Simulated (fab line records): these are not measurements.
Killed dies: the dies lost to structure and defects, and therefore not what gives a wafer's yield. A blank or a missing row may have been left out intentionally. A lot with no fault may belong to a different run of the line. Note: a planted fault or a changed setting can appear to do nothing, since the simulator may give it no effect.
Chamber matching :: flow n5Finfet :: N5_BEOL_M0_ETCH_109 on rieDiel-02: 4 sister chambers
The step etches SiCN in CH3F/O2, target depth 8 nm, overetch 2.4 nm, time 27.4 s. 14 wafers are shown with their chamber, then 7 later ones without.

== EACH WAFER AND ITS CHAMBER ==
wafer: L074.4
chamber: 1
showerheadPlenumPTorr (Torr): 1.94
drypumpMotorCurrentA (A): 5.7
throttleValvePct (%): 16.20

wafer: L074.5
chamber: 0
showerheadPlenumPTorr (Torr): 2.01
drypumpMotorCurrentA (A): 5.3
throttleValvePct (%): 16.21

wafer: L074.6
chamber: 3
showerheadPlenumPTorr (Torr): 2.08
drypumpMotorCurrentA (A): 5.6
throttleValvePct (%): 16.25

wafer: L080.1
chamber: 0
showerheadPlenumPTorr (Torr): 2.00
drypumpMotorCurrentA (A): 5.3
throttleValvePct (%): 16.25

wafer: L080.3
chamber: 2
showerheadPlenumPTorr (Torr): 1.90
drypumpMotorCurrentA (A): 5.9
throttleValvePct (%): 16.61

wafer: L080.6
chamber: 2
showerheadPlenumPTorr (Torr): 1.90
drypumpMotorCurrentA (A): 5.9
throttleValvePct (%): 16.62

wafer: L087.3
chamber: 2
showerheadPlenumPTorr (Torr): 1.89
drypumpMotorCurrentA (A): 5.9
throttleValvePct (%): 16.65

wafer: L087.5
chamber: 2
showerheadPlenumPTorr (Torr): 1.89
drypumpMotorCurrentA (A): 5.9
throttleValvePct (%): 16.67

wafer: L087.6
chamber: 1
showerheadPlenumPTorr (Torr): 1.93
drypumpMotorCurrentA (A): 5.7
throttleValvePct (%): 16.23

wafer: L089.1
chamber: 0
showerheadPlenumPTorr (Torr): 2.00
drypumpMotorCurrentA (A): 5.3
throttleValvePct (%): 16.27

wafer: L089.3
chamber: 2
showerheadPlenumPTorr (Torr): 1.89
drypumpMotorCurrentA (A): 5.9
throttleValvePct (%): 16.65

wafer: L089.4
chamber: 1
showerheadPlenumPTorr (Torr): 1.93
drypumpMotorCurrentA (A): 5.6
throttleValvePct (%): 16.26

wafer: L088.1
chamber: 0
showerheadPlenumPTorr (Torr): 2.00
drypumpMotorCurrentA (A): 5.3
throttleValvePct (%): 16.29

wafer: L088.2
chamber: 1
showerheadPlenumPTorr (Torr): 1.93
drypumpMotorCurrentA (A): 5.7
throttleValvePct (%): 16.24

SIGNATURES (means of the wafers above)
reading: showerheadPlenumPTorr
chamber 0: 2.0025
chamber 1: 1.9325
chamber 2: 1.8940
chamber 3: 2.0800
scatter within a chamber: 0.0052

reading: drypumpMotorCurrentA
chamber 0: 5.300
chamber 1: 5.675
chamber 2: 5.900
chamber 3: 5.600
scatter within a chamber: 0.0274

reading: throttleValvePct
chamber 0: 16.2550
chamber 1: 16.2325
chamber 2: 16.6400
chamber 3: 16.2500
scatter within a chamber: 0.0279
Rule: for a wafer and a chamber, the distance is found by dividing, reading by reading, the gap between the wafer's reading and the chamber's mean by the reading's scatter, squaring, summing and taking the root. The wafer belongs to the nearest chamber; if the next one is less than 2 further off, it can't be placed. The scatter: the root of (the sum of the squares of (reading less its chamber's mean) over the shown wafers, divided by (wafers less chambers)).

== WAFERS WITHOUT THEIR CHAMBER ==
wafer: L088.5
showerheadPlenumPTorr (Torr): 1.89
drypumpMotorCurrentA (A): 5.9
throttleValvePct (%): 16.65

wafer: L090.2
showerheadPlenumPTorr (Torr): 2.00
drypumpMotorCurrentA (A): 5.3
throttleValvePct (%): 16.27

wafer: L090.3
showerheadPlenumPTorr (Torr): 2.07
drypumpMotorCurrentA (A): 5.7
throttleValvePct (%): 16.30

wafer: L090.4
showerheadPlenumPTorr (Torr): 1.89
drypumpMotorCurrentA (A): 5.9
throttleValvePct (%): 16.67

wafer: L094.1
showerheadPlenumPTorr (Torr): 1.89
drypumpMotorCurrentA (A): 5.9
throttleValvePct (%): 16.68

wafer: L094.5
showerheadPlenumPTorr (Torr): 1.93
drypumpMotorCurrentA (A): 5.6
throttleValvePct (%): 16.26

wafer: L094.6
showerheadPlenumPTorr (Torr): 1.99
drypumpMotorCurrentA (A): 5.3
throttleValvePct (%): 16.29

== THE CHAMBER EACH PASSED THROUGH ==
wafer: L088.5
from the rows above: 2
in truth: 2

wafer: L090.2
from the rows above: 0
in truth: 0

wafer: L090.3
from the rows above: 3
in truth: 3

wafer: L090.4
from the rows above: 2
in truth: 2

wafer: L094.1
from the rows above: 2
in truth: 2

wafer: L094.5
from the rows above: 1
in truth: 1

wafer: L094.6
from the rows above: 0
in truth: 0
7 of 7 placed correctly. Number that these rows cannot place: 0. Number placed wrongly: 0.
